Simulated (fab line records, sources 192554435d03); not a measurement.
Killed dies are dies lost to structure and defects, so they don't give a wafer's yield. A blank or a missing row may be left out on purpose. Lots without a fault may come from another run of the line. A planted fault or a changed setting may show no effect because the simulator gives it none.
Which tool did it? | flow n5_finfet | 7 lots, 20 wafers sampled, at 8 steps of a route of 1938

WHAT THE GAUGES READ, wafer by wafer
N5_BEOL_M4_RC_MEAS_101. Usual: DIBL_N 35.6 mV/V, standard deviation 1.7; DIBL_P 35.0 mV/V, standard deviation 2; IOFF_N 0.148 nA/um, standard deviation 0.027; IOFF_P 0.19 nA/um, standard deviation 0.032; ION_N 671 uA/um, standard deviation 14; ION_P 460 uA/um, standard deviation 9.1; SS_N 71.3 mV/dec, standard deviation 0.62; SS_P 73.0 mV/dec, standard deviation 0.64; VT_N 251 mV, standard deviation 3.2; VT_P -251.5 mV, standard deviation 2.9.
lot  | measured     | on        | DIBL_N (mV/V)  | DIBL_P (mV/V)  | IOFF_N (nA/um)    | IOFF_P (nA/um) | ION_N (uA/um) | ION_P (uA/um) | SS_N (mV/dec)  | SS_P (mV/dec)  | VT_N (mV)   | VT_P (mV)            | flag
L660 | day 11 09:05 | prober-01 | 34.4 31.1 35.0 | 36.7 31.3 36.3 | 0.149 0.094 0.163 | 0.25 0.16 0.24 | 679 650 687   | 471 460 472   | 71.1 71.0 71.4 | 74.1 71.8 73.4 | 249 257 248 | -246.7 -249.5 -247.2 |
L661 | day 11 10:01 | prober-01 | 32.3 33.3 33.1 | 31.8 32.9 32.8 | 0.102 0.117 0.116 | 0.15 0.17 0.17 | 661 657 666   | 450 453 459   | 70.7 70.4 70.5 | 71.9 72.2 73.0 | 256 254 254 | -255.6 -253.1 -251.8 |
L662 | day 11 13:08 | prober-02 | 36.1 34.2 33.9 | 36.8 34.5 33.6 | 0.198 0.147 0.139 | 0.24 0.21 0.19 | 690 670 672   | 472 464 457   | 71.4 71.4 71.4 | 74.1 73.5 72.5 | 244 250 249 | -246.3 -245.1 -250.3 |
L663 | day 12 11:49 | prober-01 | 34.1 36.7 35.3 | 32.5 35.3 33.7 | 0.126 0.179 0.135 | 0.17 0.22 0.19 | 673 701 669   | 468 476 463   | 70.2 70.7 70.7 | 72.2 73.4 72.8 | 252 244 251 | -252.6 -248.5 -252.8 |
L664 | day 12 13:04 | prober-02 | 38.8 38.5      | 36.7 36.0      | 0.158 0.165       | 0.19 0.19      | 668 660       | 450 447       | 70.9 72.1      | 74.1 73.2      | 253 252     | -254.5 -252.7        |
L669 | day 13 12:05 | prober-01 | 36.7 35.0 35.3 | 34.2 33.5 34.1 | 0.147 0.138 0.133 | 0.18 0.17 0.18 | 655 693 682   | 454 474 476   | 71.5 70.8 70.5 | 72.7 72.3 72.9 | 252 250 252 | -250.2 -252.8 -251.4 |
L673 | day 14 09:56 | prober-02 | 37.7 35.9 36.3 | 37.6 35.5 36.0 | 0.200 0.155 0.166 | 0.22 0.19 0.20 | 701 679 681   | 468 458 456   | 71.8 71.2 71.3 | 74.1 73.3 73.6 | 246 249 245 | -253.1 -251.3 -250.3 |

N5_BEOL_M5_OCD_MEAS_38. Usual: trench_depth_nm 70.9 nm, standard deviation 1.4.
lot  | measured     | on     | trench_depth_nm (nm) | flag
L660 | day 11 13:06 | ocd-02 | 71.8 72.3 70.8       |
L661 | day 11 18:18 | ocd-01 | 69.4 71.2 70.8       |
L662 | day 11 20:40 | ocd-01 | 68.4 71.0 70.4       |
L663 | day 12 18:30 | ocd-01 | 70.0 70.4 71.2       |
L664 | day 12 18:35 | ocd-02 | 71.0 72.7            |
L669 | day 13 21:41 | ocd-01 | 17.2 71.6 70.9       | OFF
L673 | day 14 16:24 | ocd-02 | 72.2 72.2 70.2       |

N5_BEOL_M5_THK_MEAS_53: measures by xrf. Usual: M5_THK 60.4 nm, standard deviation 1.8.
lot  | measured     | on            | M5_THK (nm)    | flag
L660 | day 11 22:35 | film_metro-02 | 61.8 62.6 60.9 |
L661 | day 12 01:16 | film_metro-01 | 59.2 61.1 60.5 |
L662 | day 12 03:09 | film_metro-01 | 58.7 60.1 60.4 |
L663 | day 13 01:28 | film_metro-02 | 58.1 58.6 58.1 |
L664 | day 13 01:59 | film_metro-01 | 59.4 61.2      |
L669 | day 14 04:28 | film_metro-02 | 6.5 61.2 61.5  | OFF
L673 | day 14 23:32 | film_metro-02 | 61.4 60.8 59.1 |

N5_BEOL_M5_RS_MEAS_57: measures by four-point-probe. Usual: M5_RS 0.395 ohm/sq, standard deviation 0.013.
lot  | measured     | on            | M5_RS (ohm/sq)    | flag
L660 | day 11 22:51 | film_metro-01 | 0.385 0.378 0.392 |
L661 | day 12 01:31 | film_metro-01 | 0.406 0.391 0.396 |
L662 | day 12 03:25 | film_metro-01 | 0.403 0.394 0.390 |
L663 | day 13 01:44 | film_metro-01 | 0.416 0.410 0.413 |
L664 | day 13 02:14 | film_metro-01 | 0.395 0.383       |
L669 | day 14 04:44 | film_metro-02 | 8.414 0.388 0.388 | OFF
L673 | day 14 23:48 | film_metro-01 | 0.386 0.392 0.406 |

WHICH TOOL RAN EACH LOT (tool, then ch and the chambers of the sampled wafers, then the start)
lot  | N5_BEOL_M5_STRIP_64                | N5_BEOL_M5_STRIP_19                | N5_BEOL_M5_ETCH_67                 | N5_BEOL_M5_TRENCH_ETCH_37
L660 | rie_diel-04 ch 2,3, day 11 11:50   | rie_diel-05 ch 0,1,3, day 11 11:59 | rie_diel-05 ch 0,1, day 11 12:44   | rie_diel-05 ch 0,1, day 11 12:56
L661 | rie_diel-02 ch 0,1,3, day 11 13:55 | rie_diel-02 ch 1,3, day 11 14:04   | rie_diel-04 ch 0,1, day 11 17:56   | rie_diel-04 ch 0,1, day 11 18:09
L662 | rie_diel-04 ch 0,1,2, day 11 18:58 | rie_diel-05 ch 0,2,3, day 11 19:08 | rie_diel-04 ch 0,1,3, day 11 20:17 | rie_diel-04 ch 0,1,3, day 11 20:30
L663 | rie_diel-02 ch 2,3, day 12 15:58   | rie_diel-04 ch 0,1,3, day 12 16:08 | rie_diel-04 ch 1,3, day 12 18:08   | rie_diel-04 ch 1,3, day 12 18:21
L664 | rie_diel-02 ch 1,3, day 12 16:12   | rie_diel-05 ch 0,3, day 12 16:25   | rie_diel-05 ch 1,2, day 12 18:13   | rie_diel-05 ch 1,2, day 12 18:26
L669 | rie_diel-05 ch 0,3, day 13 16:53   | rie_diel-04 ch 0,1, day 13 17:08   | rie_diel-05 ch 0,3, day 13 21:19   | rie_diel-05 ch 0,3, day 13 21:32
L673 | rie_diel-05 ch 0,1,3, day 14 14:28 | rie_diel-04 ch 1,2,3, day 14 14:40 | rie_diel-02 ch 1,2,3, day 14 16:02 | rie_diel-02 ch 1,2,3, day 14 16:14
- N5_BEOL_M5_STRIP_64: strips in CF4.
- N5_BEOL_M5_STRIP_19: strips in O2.
- N5_BEOL_M5_ETCH_67: etches SiARC in CF4, target depth 15.6 nm, time 26 s.
- N5_BEOL_M5_TRENCH_ETCH_37: etches SiCOH lowk in C4F6/O2, target depth 71.652 nm, time 24.7 s.

WHAT THE TOOLS THEMSELVES READ (means of the sampled wafers that have a number; where no wafer has one, the mark that the record gives instead)
N5_BEOL_M5_STRIP_64. Usual: drypump_motor_current_A 5.6 A, standard deviation 0.31; oes_product_au 0.78 a.u., standard deviation 0.098; rf_vpp_V 271.0 V, standard deviation 1.5; showerhead_plenum_p_Torr 1.79 Torr, standard deviation 0.055; throttle_valve_pct 13.58 %, standard deviation 0.28.
lot  | tool        | drypump_motor_current_A (A) | oes_product_au (a.u.) | rf_vpp_V (V) | showerhead_plenum_p_Torr (Torr) | throttle_valve_pct (%) | flag
L660 | rie_diel-04 | 5.6                         | 0.77                  | 269.6        | 1.72                            | 13.73                  |
L661 | rie_diel-02 | 5.5                         | 0.85                  | 270.7        | 1.77                            | 13.46                  |
L662 | rie_diel-04 | 5.8                         | 0.78                  | 271.4        | 1.80                            | 13.58                  |
L663 | rie_diel-02 | 5.6                         | 0.89                  | 270.9        | 1.78                            | 13.36                  |
L664 | rie_diel-02 | 5.7                         | 0.90                  | 271.4        | 1.79                            | 13.28                  |
L669 | rie_diel-05 | 6.0                         | 0.82                  | 272.5        | 1.86                            | 13.57                  |
L673 | rie_diel-05 | 5.6                         | 0.79                  | 272.1        | 1.83                            | 13.57                  |

N5_BEOL_M5_STRIP_19. Usual: drypump_motor_current_A 5.62 A, standard deviation 0.3; o2_flow_sccm 225.1 sccm, standard deviation 0.64; oes_product_au 0.79 a.u., standard deviation 0.11; rf_vpp_V 3.6 V, standard deviation 0.51; showerhead_plenum_p_Torr 2.08 Torr, standard deviation 0.067; temp_c 39.98 C, standard deviation 0.13; throttle_valve_pct 16.63 %, standard deviation 0.26.
lot  | tool        | drypump_motor_current_A (A) | o2_flow_sccm (sccm) | oes_product_au (a.u.) | rf_vpp_V (V) | showerhead_plenum_p_Torr (Torr) | temp_c (C) | throttle_valve_pct (%) | flag
L660 | rie_diel-05 | 5.60                        | 225.2               | 0.82                  | 3.1          | 2.14                            | 39.89      | 16.56                  |
L661 | rie_diel-02 | 5.62                        | 225.8               | 0.94                  | 3.8          | 2.08                            | 39.88      | 16.49                  |
L662 | rie_diel-05 | 5.84                        | 225.2               | 0.78                  | 3.1          | 2.12                            | 39.99      | 16.56                  |
L663 | rie_diel-04 | 5.71                        | 225.4               | 0.71                  | 3.6          | 2.07                            | 40.03      | 16.92                  |
L664 | rie_diel-05 | 5.80                        | 225.2               | 0.80                  | 4.3          | 2.14                            | 40.00      | 16.60                  |
L669 | rie_diel-04 | 5.76                        | 224.6               | 0.70                  | 3.5          | 2.09                            | 39.94      | 16.93                  |
L673 | rie_diel-04 | 5.75                        | 224.7               | 0.86                  | 4.1          | 2.14                            | 40.04      | 16.52                  |

N5_BEOL_M5_ETCH_67. Usual: drypump_motor_current_A 5.66 A, standard deviation 0.29; etch_rf_on_time_s 26.4 s, standard deviation 0.73; oes_product_au 0.66 a.u., standard deviation 0.089; rf_vpp_V 184.0 V, standard deviation 1.2; showerhead_plenum_p_Torr 2.14 Torr, standard deviation 0.068; throttle_valve_pct 15.62 %, standard deviation 0.25.
lot  | tool        | drypump_motor_current_A (A) | etch_rf_on_time_s (s) | oes_product_au (a.u.) | rf_vpp_V (V) | showerhead_plenum_p_Torr (Torr) | throttle_valve_pct (%) | flag
L660 | rie_diel-05 | 5.18                        | 26.0                  | 0.68                  | 184.3        | 2.16                            | 15.51                  |
L661 | rie_diel-04 | 5.85                        | 26.7                  | 0.60                  | 184.4        | 2.19                            | 15.75                  |
L662 | rie_diel-04 | 5.71                        | 27.0                  | 0.59                  | 183.3        | 2.12                            | 15.86                  |
L663 | rie_diel-04 | 5.64                        | 26.0                  | 0.59                  | 183.5        | 2.09                            | 15.89                  |
L664 | rie_diel-05 | 5.48                        | 25.9                  | 0.66                  | 183.7        | 2.15                            | 15.48                  |
L669 | rie_diel-05 | 5.99                        | 26.3                  | 0.70                  | 185.2        | 2.21                            | 15.62                  |
L673 | rie_diel-02 | 5.63                        | 26.2                  | 0.75                  | 184.7        | 2.15                            | 15.35                  |

N5_BEOL_M5_TRENCH_ETCH_37. Usual: drypump_motor_current_A 5.66 A, standard deviation 0.29; oes_ar_750_au 0.78 a.u., standard deviation 0.1; oes_o_777_au 0.77 a.u., standard deviation 0.097; oes_product_au 0.78 a.u., standard deviation 0.1; rf_vpp_V 670 V, standard deviation 7.3; run_length_s 48.1 s, standard deviation 0.58; showerhead_plenum_p_Torr 2.84 Torr, standard deviation 0.094; throttle_valve_pct 20.91 %, standard deviation 0.21.
lot  | tool        | drypump_motor_current_A (A) | oes_ar_750_au (a.u.) | oes_o_777_au (a.u.) | oes_product_au (a.u.) | rf_vpp_V (V) | run_length_s (s) | showerhead_plenum_p_Torr (Torr) | throttle_valve_pct (%) | flag
L660 | rie_diel-05 | 5.16                        | 0.79                 | 0.79                | 0.80                  | 669          | 47.4             | 2.87                            | 20.77                  |
L661 | rie_diel-04 | 5.85                        | 0.70                 | 0.68                | 0.71                  | 674          | 48.5             | 2.91                            | 21.03                  |
L662 | rie_diel-04 | 5.70                        | 0.69                 | 0.69                | 0.70                  | 675          | 48.2             | 2.82                            | 21.13                  |
L663 | rie_diel-04 | 5.64                        | 0.69                 | 0.69                | 0.68                  | 674          | 48.8             | 2.77                            | 21.07                  |
L664 | rie_diel-05 | 5.51                        | 0.78                 | 0.78                | 0.77                  | 659          | 47.2             | 2.85                            | 20.73                  |
L669 | rie_diel-05 | 5.96                        | 0.82                 | 0.80                | 0.82                  | 681          | 42.5             | 2.95                            | 20.94                  | OFF
L673 | rie_diel-02 | 5.67                        | 0.88                 | 0.87                | 0.88                  | 668          | 47.7             | 2.87                            | 20.75                  |

THE ANSWER, worked out from the rows above alone
Rule: a lot is off if the mean of its wafers that have a number lies more than 3 standard deviations from the usual mean. A lot without any number at a reading at which 4 lots or more have one is off too. The other lots that the step has rows for count as sound. The gauges are gone through in route order, then the tools' own readings, and for those a lot's mean is taken as printed above. The first step at which some lot is off is used, and at that step the reading that is off furthest; a lot without a number counts as furthest.
Off: L669, at N5_BEOL_M5_OCD_MEAS_38 (trench_depth_nm).
A tool fits if, at a process step before that reading, it ran every lot that is off, and no sound lot after the first of them. The gauges at N5_BEOL_M5_OCD_MEAS_38 aren't tried: what is off there is off at N5_BEOL_M5_THK_MEAS_53 too, on other tools, and a gauge's error can't cause that. One fits: rie_diel-05 at N5_BEOL_M5_ETCH_67 and N5_BEOL_M5_TRENCH_ETCH_37. At N5_BEOL_M5_ETCH_67 its last sound lot is L664 (day 12 18:13), its first lot that is off L669 (day 13 21:19): a fault that began between those two fits.

WHAT THE SIMULATOR HAD PUT IN
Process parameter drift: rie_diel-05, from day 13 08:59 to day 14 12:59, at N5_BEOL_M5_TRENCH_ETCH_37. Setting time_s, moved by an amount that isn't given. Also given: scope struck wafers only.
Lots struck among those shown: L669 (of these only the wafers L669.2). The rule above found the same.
